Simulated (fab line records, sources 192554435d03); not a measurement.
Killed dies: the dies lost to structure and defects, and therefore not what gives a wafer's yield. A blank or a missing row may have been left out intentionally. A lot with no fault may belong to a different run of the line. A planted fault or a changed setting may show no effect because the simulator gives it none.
Matching of chambers | flow n5 finfet | 4 sister chambers for N5_BEOL_M0_SAQP_MANDREL_ETCH_103 on rie si-01
The step etches a-Si in HBr/Cl2, stops on SiCN, target depth 45 nm, bt time 10 s, time 27 s. 4 wafers are shown with their chamber, then 7 later ones without.

== WAFERS PAIRED WITH THEIR CHAMBERS ==
wafer  | chamber | oes product au (a.u.)
L079.4 | 0       | 0.664
L086.3 | 1       | 0.677
L088.1 | 3       | 0.681
L088.4 | 2       | 0.667

== WAFERS WITHOUT THEIR CHAMBER ==
wafer  | oes product au (a.u.)
L088.5 | 0.701
L092.1 | 0.681
L092.3 | 0.661
L092.6 | 0.656
L097.2 | 0.670
L097.4 | 0.662
L097.6 | 0.705

== EACH ONE'S CHAMBER ==
wafer  | from the rows above               | in truth
L088.5 | can't be placed: 3 or 1 or 2 or 0 | 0
L092.1 | can't be placed: 3 or 1 or 2 or 0 | 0
L092.3 | can't be placed: 0 or 2 or 1 or 3 | 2
L092.6 | can't be placed: 0 or 2 or 1 or 3 | 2
L097.2 | can't be placed: 2 or 0 or 1 or 3 | 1
L097.4 | can't be placed: 0 or 2 or 1 or 3 | 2
L097.6 | can't be placed: 3 or 1 or 2 or 0 | 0
Correct placement for 0 of the 7. From these rows, 7 cannot be placed; in 7 the true chamber is one of the candidates. 0 placed wrongly.
How it was worked out, from the rows above alone: a wafer's distance from a chamber is the root of the sum, over the readings, of the square of ((its reading less the chamber's mean) divided by the reading's scatter). The wafer belongs to the nearest chamber; if the next one is less than 2 further off, it can't be placed. For every chamber, the mean is computed from those of its wafers that are shown. The scatter: with one shown wafer a chamber, the root of the mean of the squares of how far each hidden wafer lies from its nearest shown one.
